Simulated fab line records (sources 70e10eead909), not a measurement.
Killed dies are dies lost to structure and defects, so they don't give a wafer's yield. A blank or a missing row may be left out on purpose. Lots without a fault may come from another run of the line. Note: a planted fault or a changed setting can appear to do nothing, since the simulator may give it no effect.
The tool behind it: which one?	flow nand-harc	69 wafers from 23 lots sampled at 6 of the route's 1302 steps

== WHAT THE GAUGES READ, wafer by wafer ==
The record holds no reading of a measuring or inspecting step that can be judged against a usual standard deviation.

== TOOL THAT RAN EACH LOT (tool first, then ch and the chambers of the sampled wafers, then the start) ==
lot	NHARC_A_STAIRCASE_STRIP_254	NHARC_A_STAIRCASE_HM_DEP_459	NHARC_A_STAIRCASE_DESCUM_291	NHARC_A_STAIRCASE_STRIP_295	NHARC_A_STAIRCASE_ETCHBACK_157	NHARC_A_SGD_CUT_ETCH_59
L074	plasma-asher-02 ch 0,1, day 16 06:22	acl-dep-01 ch 0, day 16 21:39	rie-diel-02 ch 0,2,3, day 17 00:29	rie-diel-02 ch 0,1,2, day 19 15:36 or earlier	rie-diel-02 ch 1,2, day 19 15:36	rie-diel-11 ch 1,2,3, no start
L075	plasma-asher-01 ch 0,1, day 16 07:18	acl-dep-01 ch 0, day 17 00:07	rie-diel-13 ch 2,3, day 17 02:50	rie-diel-13 ch 0,2, day 20 01:46 or earlier	rie-diel-13 ch 1,3, day 20 01:46	rie-diel-04 ch 0,3, no start
L077	plasma-asher-02 ch 0,1, day 17 01:21	acl-dep-01 ch 0, day 17 17:22	rie-diel-09 ch 0,1,3, day 17 19:35	rie-diel-09 ch 0,2, day 20 01:28 or earlier	rie-diel-13 ch 0,1,3, day 20 01:28	rie-diel-01 ch 0,2,3, no start
L076	plasma-asher-02 ch 0,1, day 17 04:58	acl-dep-02 ch 0, day 17 20:48	rie-diel-13 ch 1,2,3, day 17 23:40	rie-diel-13 ch 0,3, day 20 05:54 or earlier	rie-diel-13 ch 0,3, day 20 05:54	rie-diel-04 ch 0,1,2, no start
L078	plasma-asher-02 ch 0,1, day 17 10:10	acl-dep-03 ch 0, day 17 21:49	rie-diel-09 ch 0,3, day 18 00:22	rie-diel-09 ch 1,2,3, day 20 05:40 or earlier	rie-diel-13 ch 1,2,3, day 20 05:40	rie-diel-01 ch 2,3, no start
L079	plasma-asher-02 ch 0, day 18 14:07	acl-dep-03 ch 0, day 19 01:09	rie-diel-02 ch 0,1,2, day 19 04:00	rie-diel-02 ch 0,1,2, day 21 10:43 or earlier	rie-diel-09 ch 0,1,2, day 21 10:43	rie-diel-04 ch 0,1,2, no start
L080	plasma-asher-01 ch 0, day 18 20:08	acl-dep-03 ch 0, day 19 08:11	rie-diel-13 ch 0,2,3, day 19 11:01	rie-diel-13 ch 0,3, day 21 15:56 or earlier	rie-diel-09 ch 0,2, day 21 15:56	rie-diel-01 ch 2,3, no start
L081	plasma-asher-02 ch 0,1, day 19 09:58	acl-dep-01 ch 0, day 19 17:39	rie-diel-13 ch 0,1,2, day 19 20:07	rie-diel-13 ch 0,2,3, day 22 01:50 or earlier	rie-diel-02 ch 0,2,3, day 22 01:50	rie-diel-01 ch 1,2, no start
L082	plasma-asher-02 ch 0,1, day 20 04:40	acl-dep-02 ch 0, day 20 18:44	rie-diel-13 ch 1,2,3, day 20 20:58	rie-diel-13 ch 0,1, day 23 05:19 or earlier	rie-diel-09 ch 0,1,3, day 23 05:19	rie-diel-11 ch 1,3, no start
L083	plasma-asher-02 ch 0,1, day 20 14:54	acl-dep-01 ch 0, day 21 08:10	rie-diel-09 ch 0,2, day 21 11:04	rie-diel-09 ch 0,2,3, day 23 18:22 or earlier	rie-diel-02 ch 0,2,3, day 23 18:22	rie-diel-04 ch 2,3, no start
L085	plasma-asher-01 ch 0,1, day 20 20:16	acl-dep-02 ch 0, day 21 10:28	rie-diel-02 ch 1,2,3, day 21 13:20	rie-diel-02 ch 1,2,3, day 23 14:20 or earlier	rie-diel-13 ch 0,1,3, day 23 14:20	rie-diel-04 ch 1,2,3, no start
L086	plasma-asher-02 ch 0,1, day 20 21:31	acl-dep-01 ch 0, day 21 10:17	rie-diel-09 ch 0,1,2, day 21 12:43	rie-diel-09 ch 1,2,3, day 23 14:31 or earlier	rie-diel-13 ch 0,2, day 23 14:31	rie-diel-11 ch 1,3, no start
L089	plasma-asher-01 ch 0,1, day 22 06:59	acl-dep-01 ch 0, day 22 18:15	rie-diel-09 ch 0,2,3, day 22 21:09	rie-diel-09 ch 0,1,2, day 25 00:49 or earlier	rie-diel-09 ch 0,1,3, day 25 00:49	rie-diel-01 ch 0,1, no start
L087	plasma-asher-02 ch 0,1, day 22 08:44	acl-dep-01 ch 0, day 22 20:44	rie-diel-09 ch 0,1, day 22 22:58	rie-diel-09 ch 0,2, day 25 03:38 or earlier	rie-diel-13 ch 0,1,2, day 25 03:38	rie-diel-04 ch 0,3, no start
L088	plasma-asher-02 ch 0,1, day 22 15:37	acl-dep-01 ch 0, day 22 22:10	rie-diel-09 ch 2,3, day 23 01:01	rie-diel-09 ch 0,1,2, day 25 01:00 or earlier	rie-diel-13 ch 0,1,3, day 25 01:00	rie-diel-01 ch 0,1,2, no start
L091	plasma-asher-01 ch 0,1, day 23 05:37	acl-dep-01 ch 0, day 23 15:38	rie-diel-13 ch 0,1,2, day 23 18:10	rie-diel-13 ch 1,2, day 25 21:57 or earlier	rie-diel-09 ch 0,2, day 25 21:57	rie-diel-01 ch 1,2,3, no start
L093	plasma-asher-01 ch 0,1, day 23 14:56	acl-dep-03 ch 0, day 24 05:07	rie-diel-02 ch 0,3, day 24 07:13	rie-diel-02 ch 0,1,3, day 26 21:35 or earlier	rie-diel-09 ch 0,1,2, day 26 21:35	rie-diel-04 ch 2,3, no start
L090	plasma-asher-01 ch 0,1, day 23 16:38	acl-dep-03 ch 0, day 24 06:20	rie-diel-09 ch 0,1, day 24 09:10	rie-diel-09 ch 0,2,3, day 26 18:49 or earlier	rie-diel-13 ch 0,1,2, day 26 18:49	rie-diel-04 ch 0,2, no start
L092	plasma-asher-02 ch 0,1, day 24 03:07	acl-dep-02 ch 0, day 24 18:08	rie-diel-13 ch 0,1, day 24 21:47	rie-diel-13 ch 0,1,3, day 27 08:44 or earlier	rie-diel-13 ch 1,2,3, day 27 08:44	rie-diel-01 ch 1,2,3, no start
L094	plasma-asher-02 ch 0,1, day 24 17:52	acl-dep-02 ch 0, day 25 03:15	rie-diel-02 ch 0,1,2, day 25 05:57	rie-diel-02 ch 0,1,2, day 27 14:37 or earlier	rie-diel-13 ch 0,1,2, day 27 14:37	rie-diel-01 ch 0,1,3, no start
L095	plasma-asher-02 ch 0,1, day 24 21:44	acl-dep-02 ch 0, day 25 05:22	rie-diel-02 ch 0,1, day 25 07:47	rie-diel-02 ch 0,1,3, day 27 21:53 or earlier	rie-diel-02 ch 0,2,3, day 27 21:53	rie-diel-01 ch 1,2,3, no start
L096	plasma-asher-01 ch 0,1, day 25 13:52	acl-dep-01 ch 0, day 26 01:59	rie-diel-13 ch 0,1,3, day 26 04:31	rie-diel-13 ch 0,1,3, day 28 11:48 or earlier	rie-diel-13 ch 0,2, day 28 11:48	rie-diel-04 ch 0,2, no start
L097	plasma-asher-02 ch 0,1, day 25 14:47	acl-dep-02 ch 0, day 26 03:07	rie-diel-02 ch 1,2, day 26 05:41	rie-diel-02 ch 0,1,2, day 28 14:59 or earlier	rie-diel-13 ch 0,1,2, day 28 14:59	rie-diel-04 ch 0,1,2, no start
- NHARC_A_STAIRCASE_STRIP_254: strips in O2.
- NHARC_A_STAIRCASE_HM_DEP_459: deposits aC, target thk 1500 nm.
- NHARC_A_STAIRCASE_DESCUM_291: chemistry O2, time 3 s.
- NHARC_A_STAIRCASE_STRIP_295: strips in O2.
- NHARC_A_STAIRCASE_ETCHBACK_157: etches the open film in CH3F/O2, target depth 90 nm, time 167.14 s.
- NHARC_A_SGD_CUT_ETCH_59: etches the open film in N2/H2, target depth 260 nm, time 406.25 s.

== AS READ BY THE TOOLS THEMSELVES (means over the sampled wafers that have a number; for cases with no such wafer, the mark the record gives instead) ==
NHARC_A_STAIRCASE_STRIP_254. Usual: drypump-motor-current-A 5.7 A, standard deviation 0.53; heater-power-w 365 W, standard deviation 40.
lot	tool	drypump-motor-current-A (A)	heater-power-w (W)	flag
L074	plasma-asher-02	5.9	389	
L075	plasma-asher-01	5.9	319	
L077	plasma-asher-02	5.9	385	
L076	plasma-asher-02	5.6	398	
L078	plasma-asher-02	5.6	406	
L079	plasma-asher-02	6.2	369	
L080	plasma-asher-01	6.3	310	
L081	plasma-asher-02	5.6	393	
L082	plasma-asher-02	5.6	392	
L083	plasma-asher-02	5.9	384	
L085	plasma-asher-01	5.5	316	
L086	plasma-asher-02	5.6	393	
L089	plasma-asher-01	5.5	317	
L087	plasma-asher-02	5.9	386	
L088	plasma-asher-02	5.6	398	
L091	plasma-asher-01	5.5	318	
L093	plasma-asher-01	5.4	318	
L090	plasma-asher-01	5.5	318	
L092	plasma-asher-02	5.6	395	
L094	plasma-asher-02	5.9	383	
L095	plasma-asher-02	5.6	391	
L096	plasma-asher-01	5.9	310	
L097	plasma-asher-02	5.6	399	

NHARC_A_STAIRCASE_HM_DEP_459. Usual: 34.999 % for throttle-valve-pct, sd 0.0088.
lot	tool	throttle-valve-pct (%)	flag
L074	acl-dep-01	35.000	
L075	acl-dep-01	34.992	
L077	acl-dep-01	34.994	
L076	acl-dep-02	34.999	
L078	acl-dep-03	35.004	
L079	acl-dep-03	35.004	
L080	acl-dep-03	34.998	
L081	acl-dep-01	35.006	
L082	acl-dep-02	34.993	
L083	acl-dep-01	35.000	
L085	acl-dep-02	35.002	
L086	acl-dep-01	35.000	
L089	acl-dep-01	35.000	
L087	acl-dep-01	35.002	
L088	acl-dep-01	35.000	
L091	acl-dep-01	34.994	
L093	acl-dep-03	35.001	
L090	acl-dep-03	34.992	
L092	acl-dep-02	35.003	
L094	acl-dep-02	34.992	
L095	acl-dep-02	35.010	
L096	acl-dep-01	35.002	
L097	acl-dep-02	34.994	

NHARC_A_STAIRCASE_DESCUM_291. Usual: drypump-motor-current-A 5.8 A, standard deviation 0.4; oes-product-au 1.001 a.u., standard deviation 0.01; rf-vpp-V 57.9 V, standard deviation 0.92; showerhead-plenum-p-Torr 1.93 Torr, standard deviation 0.079; throttle-valve-pct 11.311 %, standard deviation 0.0085.
lot	tool	drypump-motor-current-A (A)	oes-product-au (a.u.)	rf-vpp-V (V)	showerhead-plenum-p-Torr (Torr)	throttle-valve-pct (%)	flag
L074	rie-diel-02	5.9	1.002	57.9	1.83	11.306	
L075	rie-diel-13	5.8	1.004	56.9	1.88	11.314	
L077	rie-diel-09	5.6	0.997	58.7	1.94	11.305	
L076	rie-diel-13	5.9	1.002	57.4	1.91	11.299	
L078	rie-diel-09	5.8	1.003	57.9	1.98	11.317	
L079	rie-diel-02	5.6	1.006	57.7	1.96	11.307	
L080	rie-diel-13	5.9	0.990	57.3	1.91	11.321	
L081	rie-diel-13	5.9	1.002	57.9	1.92	11.314	
L082	rie-diel-13	5.9	0.993	57.7	1.91	11.310	
L083	rie-diel-09	6.3	1.005	58.5	2.00	11.316	
L085	rie-diel-02	5.5	1.011	58.3	1.99	11.313	
L086	rie-diel-09	6.0	1.006	58.2	1.98	11.310	
L089	rie-diel-09	5.8	0.993	58.6	1.95	11.312	
L087	rie-diel-09	5.7	0.995	57.9	1.97	11.323	
L088	rie-diel-09	5.4	0.997	57.4	1.87	11.310	
L091	rie-diel-13	5.8	1.011	57.3	1.91	11.306	
L093	rie-diel-02	6.1	0.991	58.0	1.83	11.314	
L090	rie-diel-09	6.0	0.988	57.9	1.99	11.313	
L092	rie-diel-13	5.9	1.002	57.6	1.95	11.313	
L094	rie-diel-02	5.7	1.001	58.8	1.94	11.310	
L095	rie-diel-02	5.9	0.997	57.6	1.85	11.308	
L096	rie-diel-13	5.9	1.007	57.8	1.93	11.307	
L097	rie-diel-02	5.3	1.006	57.8	2.00	11.311	

NHARC_A_STAIRCASE_STRIP_295. Usual: drypump-motor-current-A 5.8 A, standard deviation 0.41; oes-product-au 1.002 a.u., standard deviation 0.0098; rf-vpp-V 58.0 V, standard deviation 0.83; showerhead-plenum-p-Torr 3.55 Torr, standard deviation 0.14; throttle-valve-pct 17.037 %, standard deviation 0.0086.
lot	tool	drypump-motor-current-A (A)	oes-product-au (a.u.)	rf-vpp-V (V)	showerhead-plenum-p-Torr (Torr)	throttle-valve-pct (%)	flag
L074	rie-diel-02	5.7	0.995	58.0	3.43	17.044	
L075	rie-diel-13	5.8	0.999	58.0	3.49	17.044	
L077	rie-diel-09	6.3	1.002	57.9	3.69	17.033	
L076	rie-diel-13	5.9	0.998	58.0	3.61	17.045	
L078	rie-diel-09	5.6	0.997	58.5	3.54	17.030	
L079	rie-diel-02	5.7	1.000	57.2	3.60	17.035	
L080	rie-diel-13	5.9	0.992	57.2	3.57	17.032	
L081	rie-diel-13	5.9	1.003	57.6	3.52	17.043	
L082	rie-diel-13	5.9	1.002	58.1	3.62	17.040	
L083	rie-diel-09	5.8	1.002	57.8	3.59	17.037	
L085	rie-diel-02	5.5	0.997	58.4	3.66	17.027	
L086	rie-diel-09	5.6	1.006	58.3	3.53	17.041	
L089	rie-diel-09	6.0	1.000	58.8	3.65	17.039	
L087	rie-diel-09	6.2	0.990	58.0	3.71	17.046	
L088	rie-diel-09	6.0	0.999	57.6	3.64	17.032	
L091	rie-diel-13	5.9	1.009	58.0	3.53	17.038	
L093	rie-diel-02	5.7	0.995	58.1	3.50	17.042	
L090	rie-diel-09	5.8	1.005	57.7	3.58	17.042	
L092	rie-diel-13	5.9	1.011	58.1	3.57	17.039	
L094	rie-diel-02	5.7	1.008	58.1	3.57	17.038	
L095	rie-diel-02	5.7	0.998	58.1	3.49	17.033	
L096	rie-diel-13	5.9	1.013	58.1	3.57	17.035	
L097	rie-diel-02	5.7	1.006	57.8	3.57	17.032	

NHARC_A_STAIRCASE_ETCHBACK_157. Usual: drypump-motor-current-A 5.8 A, standard deviation 0.35; oes-product-au 0.97 a.u., standard deviation 0.031; rf-vpp-V 244.6 V, standard deviation 1.4; showerhead-plenum-p-Torr 2.48 Torr, standard deviation 0.087; throttle-valve-pct 20.663 %, standard deviation 0.0084.
lot	tool	drypump-motor-current-A (A)	oes-product-au (a.u.)	rf-vpp-V (V)	showerhead-plenum-p-Torr (Torr)	throttle-valve-pct (%)	flag
L074	rie-diel-02	5.4	1.01	247.2	2.62	20.677	
L075	rie-diel-13	5.9	0.99	245.8	2.50	20.667	
L077	rie-diel-13	5.9	1.00	245.0	2.51	20.664	
L076	rie-diel-13	5.8	0.92	244.6	2.51	20.664	
L078	rie-diel-13	5.9	0.99	244.0	2.45	20.663	
L079	rie-diel-09	6.0	1.01	245.8	2.55	20.663	
L080	rie-diel-09	6.3	0.95	245.8	2.59	20.667	
L081	rie-diel-02	5.9	0.96	244.7	2.48	20.664	
L082	rie-diel-09	5.6	0.99	244.1	2.48	20.661	
L083	rie-diel-02	5.9	0.98	244.2	2.47	20.666	
L085	rie-diel-13	5.9	1.01	244.5	2.50	20.665	
L086	rie-diel-13	5.8	1.00	243.5	2.41	20.661	
L089	rie-diel-09	5.6	1.00	244.7	2.47	20.655	
L087	rie-diel-13	5.9	1.00	245.0	2.45	20.661	
L088	rie-diel-13	5.9	1.00	245.3	2.49	20.670	
L091	rie-diel-09	6.3	0.97	245.9	2.55	20.666	
L093	rie-diel-09	6.0	0.93	246.3	2.53	20.655	
L090	rie-diel-13	5.9	0.93	244.0	2.45	20.667	
L092	rie-diel-13	5.9	0.96	243.6	2.43	20.666	
L094	rie-diel-13	5.9	0.93	243.9	2.45	20.668	
L095	rie-diel-02	5.9	0.98	244.6	2.46	20.662	
L096	rie-diel-13	5.8	0.96	243.1	2.40	20.658	
L097	rie-diel-13	5.9	0.94	244.7	2.45	20.668	

NHARC_A_SGD_CUT_ETCH_59. Usual: drypump-motor-current-A 5.8 A, standard deviation 0.32; oes-product-au 0.996 a.u., standard deviation 0.01; rf-vpp-V 428.1 V, standard deviation 2.5; showerhead-plenum-p-Torr 1.95 Torr, standard deviation 0.084; throttle-valve-pct 14.171 %, standard deviation 0.0087.
lot	tool	drypump-motor-current-A (A)	oes-product-au (a.u.)	rf-vpp-V (V)	showerhead-plenum-p-Torr (Torr)	throttle-valve-pct (%)	flag
L074	rie-diel-11	5.6	0.995	433.0	2.14	14.179	
L075	rie-diel-04	5.4	0.992	427.5	1.94	14.176	
L077	rie-diel-01	5.9	0.995	427.7	1.94	14.160	
L076	rie-diel-04	5.9	0.995	426.4	1.90	14.164	
L078	rie-diel-01	5.9	1.001	425.5	1.92	14.174	
L079	rie-diel-04	5.9	0.995	426.7	1.90	14.177	
L080	rie-diel-01	5.8	0.994	427.3	1.90	14.167	
L081	rie-diel-01	5.9	0.987	427.2	1.90	14.174	
L082	rie-diel-11	5.7	1.008	434.5	2.18	14.169	
L083	rie-diel-04	5.7	0.991	428.2	1.95	14.166	
L085	rie-diel-04	5.9	0.996	428.3	1.94	14.172	
L086	rie-diel-11	5.7	0.985	434.4	2.18	14.173	
L089	rie-diel-01	6.0	0.995	428.1	1.97	14.161	
L087	rie-diel-04	5.4	1.004	429.2	1.99	14.182	
L088	rie-diel-01	5.9	0.998	427.4	1.93	14.177	
L091	rie-diel-01	5.9	1.003	426.8	1.90	14.176	
L093	rie-diel-04	5.7	0.990	427.9	1.95	14.170	
L090	rie-diel-04	5.7	0.993	427.1	1.90	14.170	
L092	rie-diel-01	5.9	1.000	426.5	1.90	14.171	
L094	rie-diel-01	5.9	0.993	427.7	1.94	14.169	
L095	rie-diel-01	5.9	0.995	427.6	1.90	14.169	
L096	rie-diel-04	5.6	0.986	426.6	1.90	14.175	
L097	rie-diel-04	5.9	0.989	426.5	1.89	14.162	

== THE ANSWER, worked out from the rows above alone ==
Rule: a lot is off if the mean of its wafers that have a number lies more than 3 standard deviations from the usual mean. Also off: a lot with no number at a reading for which 4 or more lots have one. All remaining lots with rows at the step are treated as sound. Order of review: gauges by route order, followed by the tools' own readings, for which a lot's mean as printed above is used. At the first step where some lot is off, the reading lying furthest off is the one used; lots without a number count as furthest.
Across all readings shown, no lot is off: no conclusion can be drawn from this.

== WHAT THE SIMULATOR HAD INSERTED ==
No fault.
